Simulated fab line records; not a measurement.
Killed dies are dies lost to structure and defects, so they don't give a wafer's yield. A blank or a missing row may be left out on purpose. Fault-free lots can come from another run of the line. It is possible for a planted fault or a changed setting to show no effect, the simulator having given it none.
The tool behind it: which one? / flow n5-finfet / 11 lots, 33 wafers sampled, at 4 steps of a route of 1938

## WHAT THE GAUGES READ, wafer by wafer
N5_BEOL_M11_OVL_MEAS_12.
lot=L575; measured=day 10 13:02; on=overlay-01; M11_OVL (nm)=0.4 -0.5 -1.3
lot=L576; measured=day 10 17:46; on=overlay-01; M11_OVL (nm)=0.3 -0.7 -0.1
lot=L578; measured=day 11 09:59; on=overlay-02; M11_OVL (nm)=-0.2 0.8 -0.1
lot=L582; measured=day 12 04:14; on=overlay-02; M11_OVL (nm)=0.4 1.5 0.5
lot=L587; measured=day 13 14:48; on=overlay-02; M11_OVL (nm)=-1.2 -0.9 -2.1
lot=L590; measured=day 14 10:01; on=overlay-02; M11_OVL (nm)=0.1 -0.1 0.1
lot=L588; measured=day 14 17:59; on=overlay-02; M11_OVL (nm)=-0.9 0.3 0.8
lot=L589; measured=day 14 18:08; on=overlay-02; M11_OVL (nm)=0.4 -0.2 -1.3
lot=L592; measured=day 14 18:19; on=overlay-01; M11_OVL (nm)=-0.4 -1.0 2.3
lot=L593; measured=day 15 06:08; on=overlay-02; M11_OVL (nm)=0.9 0.2 0.1
lot=L596; measured=day 15 17:01; on=overlay-02; M11_OVL (nm)=-0.6 -0.6 -0.5

N5_BEOL_M11_OVL_MEAS_29.
lot=L575; measured=day 10 14:07; on=overlay-02; V10_OVL (nm)=-0.8 -0.2 -0.4
lot=L576; measured=day 10 19:28; on=overlay-02; V10_OVL (nm)=-1.7 -2.4 -1.8
lot=L578; measured=day 11 13:43; on=overlay-01; V10_OVL (nm)=-0.3 -1.7 -2.3
lot=L582; measured=day 12 05:22; on=overlay-02; V10_OVL (nm)=-0.5 -0.8 -0.8
lot=L587; measured=day 13 19:11; on=overlay-02; V10_OVL (nm)=-0.9 -1.6 -1.2
lot=L590; measured=day 14 11:26; on=overlay-01; V10_OVL (nm)=-1.1 -1.1 -0.6
lot=L588; measured=day 14 19:29; on=overlay-02; V10_OVL (nm)=-1.8 -0.7 -0.1
lot=L589; measured=day 14 19:40; on=overlay-02; V10_OVL (nm)=-0.8 -0.1 -1.0
lot=L592; measured=day 14 19:50; on=overlay-02; V10_OVL (nm)=-0.9 -2.1 -0.1
lot=L593; measured=day 15 08:18; on=overlay-02; V10_OVL (nm)=-1.1 -0.9 -1.0
lot=L596; measured=day 15 18:36; on=overlay-02; V10_OVL (nm)=-2.5 -2.2 -1.9

## WHICH TOOL RAN EACH LOT (tool, then ch and the chambers of the sampled wafers, then the start)
lot=L575; N5_BEOL_M11_ETCH_62=rie-diel-06 ch 0,1,2, day 10 13:18; N5_BEOL_M11_COAT_63=litho-track-04 ch 0, day 10 13:50
lot=L576; N5_BEOL_M11_ETCH_62=rie-diel-05 ch 1,2, day 10 18:03; N5_BEOL_M11_COAT_63=litho-track-02 ch 0, day 10 19:11
lot=L578; N5_BEOL_M11_ETCH_62=rie-diel-01 ch 0,2, day 11 10:08; N5_BEOL_M11_COAT_63=litho-track-04 ch 0, day 11 13:19
lot=L582; N5_BEOL_M11_ETCH_62=rie-diel-06 ch 1,3, day 12 04:22; N5_BEOL_M11_COAT_63=litho-track-04 ch 0, day 12 05:05
lot=L587; N5_BEOL_M11_ETCH_62=rie-diel-06 ch 0,2,3, day 13 14:56; N5_BEOL_M11_COAT_63=litho-track-04 ch 0, day 13 18:47
lot=L590; N5_BEOL_M11_ETCH_62=rie-diel-06 ch 0,1,2, day 14 10:28; N5_BEOL_M11_COAT_63=litho-track-05 ch 0, day 14 11:10
lot=L588; N5_BEOL_M11_ETCH_62=rie-diel-05 ch 1,2,3, day 14 18:07; N5_BEOL_M11_COAT_63=litho-track-02 ch 0, day 14 19:13
lot=L589; N5_BEOL_M11_ETCH_62=rie-diel-01 ch 1,2, day 14 18:22; N5_BEOL_M11_COAT_63=litho-track-04 ch 0, day 14 19:15
lot=L592; N5_BEOL_M11_ETCH_62=rie-diel-05 ch 0,2,3, day 14 18:27; N5_BEOL_M11_COAT_63=litho-track-05 ch 0, day 14 19:15
lot=L593; N5_BEOL_M11_ETCH_62=rie-diel-06 ch 0,1, day 15 06:17; N5_BEOL_M11_COAT_63=litho-track-05 ch 0, day 15 07:54
lot=L596; N5_BEOL_M11_ETCH_62=rie-diel-05 ch 0,2,3, day 15 17:43; N5_BEOL_M11_COAT_63=litho-track-05 ch 0, day 15 18:11
- N5_BEOL_M11_ETCH_62: etches SOC in N2/H2, target depth 110 nm, overetch 22 nm, time 165 s.
- N5_BEOL_M11_COAT_63: time 60 s, resist thk 100 nm.

## AS READ BY THE TOOLS THEMSELVES (means over the sampled wafers that have a number; for cases with no such wafer, the mark the record gives instead)
N5_BEOL_M11_ETCH_62.
lot=L575; tool=rie-diel-06; drypump-motor-current-A (A)=6.0; n2-flow-sccm (sccm)=199.7; oes-product-au (a.u.)=0.66; rf-vpp-V (V)=523.6; showerhead-plenum-p-Torr (Torr)=2.55; throttle-valve-pct (%)=17.86
lot=L576; tool=rie-diel-05; drypump-motor-current-A (A)=6.3; n2-flow-sccm (sccm)=200.1; oes-product-au (a.u.)=0.58; rf-vpp-V (V)=521.4; showerhead-plenum-p-Torr (Torr)=2.48; throttle-valve-pct (%)=18.24
lot=L578; tool=rie-diel-01; drypump-motor-current-A (A)=5.5; n2-flow-sccm (sccm)=200.0; oes-product-au (a.u.)=0.64; rf-vpp-V (V)=523.1; showerhead-plenum-p-Torr (Torr)=2.55; throttle-valve-pct (%)=17.89
lot=L582; tool=rie-diel-06; drypump-motor-current-A (A)=6.1; n2-flow-sccm (sccm)=199.6; oes-product-au (a.u.)=0.74; rf-vpp-V (V)=524.1; showerhead-plenum-p-Torr (Torr)=2.56; throttle-valve-pct (%)=17.78
lot=L587; tool=rie-diel-06; drypump-motor-current-A (A)=5.9; n2-flow-sccm (sccm)=200.1; oes-product-au (a.u.)=0.72; rf-vpp-V (V)=521.2; showerhead-plenum-p-Torr (Torr)=2.47; throttle-valve-pct (%)=17.74
lot=L590; tool=rie-diel-06; drypump-motor-current-A (A)=6.0; n2-flow-sccm (sccm)=199.8; oes-product-au (a.u.)=0.71; rf-vpp-V (V)=524.1; showerhead-plenum-p-Torr (Torr)=2.54; throttle-valve-pct (%)=17.76
lot=L588; tool=rie-diel-05; drypump-motor-current-A (A)=5.9; n2-flow-sccm (sccm)=200.5; oes-product-au (a.u.)=0.65; rf-vpp-V (V)=524.9; showerhead-plenum-p-Torr (Torr)=2.58; throttle-valve-pct (%)=18.07
lot=L589; tool=rie-diel-01; drypump-motor-current-A (A)=5.8; n2-flow-sccm (sccm)=200.5; oes-product-au (a.u.)=0.74; rf-vpp-V (V)=524.1; showerhead-plenum-p-Torr (Torr)=2.58; throttle-valve-pct (%)=17.75
lot=L592; tool=rie-diel-05; drypump-motor-current-A (A)=5.8; n2-flow-sccm (sccm)=200.0; oes-product-au (a.u.)=0.68; rf-vpp-V (V)=523.2; showerhead-plenum-p-Torr (Torr)=2.52; throttle-valve-pct (%)=17.91
lot=L593; tool=rie-diel-06; drypump-motor-current-A (A)=6.1; n2-flow-sccm (sccm)=200.1; oes-product-au (a.u.)=0.68; rf-vpp-V (V)=524.5; showerhead-plenum-p-Torr (Torr)=2.60; throttle-valve-pct (%)=17.76
lot=L596; tool=rie-diel-05; drypump-motor-current-A (A)=5.8; n2-flow-sccm (sccm)=200.2; oes-product-au (a.u.)=0.67; rf-vpp-V (V)=523.1; showerhead-plenum-p-Torr (Torr)=2.52; throttle-valve-pct (%)=17.92

N5_BEOL_M11_COAT_63.
lot=L575; tool=litho-track-04; heater-power-total-W (W)=500.1; plate-temp-C (C)=250.05; spin-speed-rpm (rpm)=1499.7
lot=L576; tool=litho-track-02; heater-power-total-W (W)=499.7; plate-temp-C (C)=250.09; spin-speed-rpm (rpm)=1500.1
lot=L578; tool=litho-track-04; heater-power-total-W (W)=498.6; plate-temp-C (C)=249.77; spin-speed-rpm (rpm)=1501.3
lot=L582; tool=litho-track-04; heater-power-total-W (W)=499.3; plate-temp-C (C)=249.98; spin-speed-rpm (rpm)=1500.6
lot=L587; tool=litho-track-04; heater-power-total-W (W)=835.2; plate-temp-C (C)=266.40; spin-speed-rpm (rpm)=1501.7
lot=L590; tool=litho-track-05; heater-power-total-W (W)=501.8; plate-temp-C (C)=249.83; spin-speed-rpm (rpm)=1499.9
lot=L588; tool=litho-track-02; heater-power-total-W (W)=500.9; plate-temp-C (C)=250.05; spin-speed-rpm (rpm)=1498.4
lot=L589; tool=litho-track-04; heater-power-total-W (W)=834.6; plate-temp-C (C)=266.72; spin-speed-rpm (rpm)=1498.5
lot=L592; tool=litho-track-05; heater-power-total-W (W)=499.9; plate-temp-C (C)=250.13; spin-speed-rpm (rpm)=1499.2
lot=L593; tool=litho-track-05; heater-power-total-W (W)=500.9; plate-temp-C (C)=250.09; spin-speed-rpm (rpm)=1501.0
lot=L596; tool=litho-track-05; heater-power-total-W (W)=499.3; plate-temp-C (C)=250.17; spin-speed-rpm (rpm)=1499.3

## THE ANSWER, worked out from the rows above alone
Rule: the usual values come from the lots themselves. Put in order of their means at a reading, lots are off if they are a third of the lots or fewer, leave a main group of 4 or more, and stand apart from it by a gap of 3 or more times the standard deviation of the main group's means; of several such gaps the widest counts. The tables above print the reading to a certain number of digits; a main group whose means all agree to those digits is not used. A lot without any number at a reading at which 4 lots or more have one is off too. Where the step has rows for the other lots, those lots are counted as sound. First the gauges in route order, then the tools' own readings, where a lot's mean is used as printed above. The first step at which some lot is off is used, and at that step the reading that is off furthest; a lot without a number counts as furthest.
Off: L587, L589 (N5_BEOL_M11_COAT_63, heater-power-total-W). Main group: mean 500.1 W, sd 0.94.
A tool fits if, at that step or a process step before it, it ran every lot that is off, and no sound lot after the first of them. One fits: N5_BEOL_M11_COAT_63 on litho-track-04. A fault onset in the window from L582 (day 12 05:05, its last sound lot) to L587 (day 13 18:47, its first lot off) fits.
The tool's own readings at N5_BEOL_M11_COAT_63 bear it out: on the lots that are off they differ by more than 5 times the standard deviation of the sound lots' means. heater-power-total-W reads 834.9 W there against 500.1 W on the sound lots; plate-temp-C reads 266.56 C there against 250.02 C on the sound lots.

## WHAT THE SIMULATOR HAD INSERTED
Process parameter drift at N5_BEOL_M11_COAT_63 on litho-track-04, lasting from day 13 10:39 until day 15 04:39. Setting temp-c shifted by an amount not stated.
Struck lots among those shown: L587, L589. The rule above reached the same finding.
